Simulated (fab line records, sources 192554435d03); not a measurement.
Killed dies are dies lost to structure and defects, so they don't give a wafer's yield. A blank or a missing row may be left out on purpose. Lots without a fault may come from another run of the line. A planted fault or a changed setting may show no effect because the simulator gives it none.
A struck lot beside a sound one | flow n5_finfet | 18 steps out of a route of 1938
Sound: wafers L458.2, L458.4, L458.6. Struck: wafers L462.1, L462.2, L462.3. The cause comes at the end.
At each step with rows: each side's tool, then ch and its chambers, then its first start. Under that, the readings that differ: sound wafers | struck wafers | difference of the means | sigmas: that difference in standard deviations of wafers without a fault.
alike: readings whose means differ by less than 2 such deviations, and words and numbers that are the same on both sides. not compared: withheld readings, readings that some wafer has no value for, bounds like >300 that may hide the same value, and numbers for which the record gives no deviation and whose values overlap.
The two part at a step that has a row with sigmas, a row that says differs or no value, or rows on one side only. Numbers that don't overlap but have no deviation are shown without sigmas and don't part them. A reading that every wafer of one side lacks parts them only if that side has two wafers or more.

N5_FIN_SAQP_THK_MEAS_05:
  sound on film_metro-02, day 1 21:45; struck on film_metro-02, day 2 21:25
  alike: thk_nm
N5_FIN_SAQP_PECVD_47: deposits a-Si from SiH4/He, target thk 45 nm, time 36.3 s.
  sound on pecvd-04 ch 0,1,2, day 1 21:47; struck on pecvd-03 ch 0,1,2, day 2 21:28
  alike: heater_power_outer_w, heater_power_w, showerhead_plenum_p_Torr, throttle_valve_pct
N5_FIN_SAQP_PECVD_48: deposits SiNx from SiH4/NH3/N2, target thk 25 nm, time 22.1 s.
  sound on pecvd-04 ch 0,1,2, day 1 21:50; struck on pecvd-03 ch 0,1,2, day 2 21:30
  reading            | sound       | struck      | difference | sigmas
  heater_power_w (W) | 667 590 778 | 815 803 786 | +123       | +2
  alike: heater_power_outer_w, showerhead_plenum_p_Torr, throttle_valve_pct
N5_FIN_SAQP_PECVD_06: deposits a-Si from SiH4/He, target thk 60 nm, time 48.1 s.
  sound on pecvd-04 ch 0,1,2, day 1 21:52; struck on pecvd-03 ch 0,1,2, day 2 21:32
  alike: heater_power_outer_w, heater_power_w, showerhead_plenum_p_Torr, throttle_valve_pct
N5_FIN_SAQP_THK_MEAS_07:
  sound on film_metro-02, day 1 21:58; struck on film_metro-02, day 2 21:38
  alike: thk_nm
N5_FIN_SAQP_HM_DEP_72: deposits SiO2 from SiH4/N2O, target thk 12 nm, time 7.2 s.
  sound on pecvd-01 ch 0,1, day 1 22:00; struck on pecvd-03 ch 0,1,2, day 2 21:40
  alike: heater_power_outer_w, heater_power_w, showerhead_plenum_p_Torr
then, 6 steps without rows for these wafers: N5_FIN_SAQP_COAT_49 (time 60 s, resist thk 100 nm); N5_FIN_SAQP_COAT_50 (time 60 s, resist thk 35 nm); N5_FIN_SAQP_COAT_10 (resist thk 90 nm); N5_FIN_SAQP_EBR_12; N5_FIN_SAQP_SOFTBAKE_11 (time 60 s); N5_FIN_SAQP_EXPOSE_13 (exposes mask FIN CORE, target cd 35.6 nm).
N5_FIN_SAQP_PEB_14: peb time 60 s.
  sound on litho_track-02 ch 0, day 1 22:17; struck on litho_track-02 ch 0, day 2 22:03
then, 1 step without rows for these wafers: N5_FIN_SAQP_DEVELOP_15 (develop time 30 s).
N5_FIN_SAQP_CD_MEAS_16: target cd 35.6 nm.
  sound on cd_sem-02 ch 0, day 1 22:21; struck on cd_sem-01 ch 0, day 2 22:07
  reading    | sound             | struck            | difference | sigmas
  cd_nm (nm) | 35.22 35.58 34.96 | 37.45 37.72 37.29 | +2.23      | +8
N5_FIN_SAQP_OVL_MEAS_17:
  sound on overlay-02 ch 0, day 1 22:23; struck on overlay-02 ch 0, day 2 22:09
  alike: FIN_CORE_OVL
-- the record jumps here: 8 days lie between the struck wafers' starts before and after (it left off in module FIN_SAQP and takes up again in module BEOL_M4, whose first step shown is number 1111 of the route) --
N5_BEOL_M4_RC_MEAS_101:
  sound on prober-01 ch 0, day 9 04:16; struck on prober-01 ch 0, day 10 21:55
  alike: DIBL_N, DIBL_P, IOFF_N, IOFF_P, ION_N, ION_P, SS_N, SS_P, VT_N, VT_P
-- the record jumps here: 4 days lie between the struck wafers' starts before and after (it left off in module BEOL_M4 and takes up again in module PASSIVATION, whose first step shown is number 1936 of the route) --
N5_PASSIVATION_PROBE_49:
  sound on prober-01, day 13 04:55; struck on prober-02, day 15 01:11
  reading                  | sound          | struck         | difference | sigmas
  defect_limited_yield (%) | 91.4 89.7 89.7 | 93.3 93.0 92.1 | +2.5       | +2
  sort_bin_6_memory (%)    | 3.0 4.3 3.6    | 2.1 2.8 2.5    | -1.2       | -2
  sort_bin_8_speed (%)     | 0 0.08 0       | 0 0 0          | +0         | -3
  sort_n_pass              | 1079 1057 1059 | 1101 1097 1087 | +30        | +2
  sort_yield_pct (%)       | 91.4 89.6 89.7 | 93.3 93.0 92.1 | +2.6       | +2
  alike: killed_at_M0_to_M3, killed_at_M4_up, killed_at_contacts, killed_at_front_end, killed_at_other, killed_dies, killed_open, killed_short, sort_bin_5_function

WHERE THEY PART
First at N5_FIN_SAQP_PECVD_48; last, within this record, at N5_PASSIVATION_PROBE_49.

WHY: what the simulator had put in
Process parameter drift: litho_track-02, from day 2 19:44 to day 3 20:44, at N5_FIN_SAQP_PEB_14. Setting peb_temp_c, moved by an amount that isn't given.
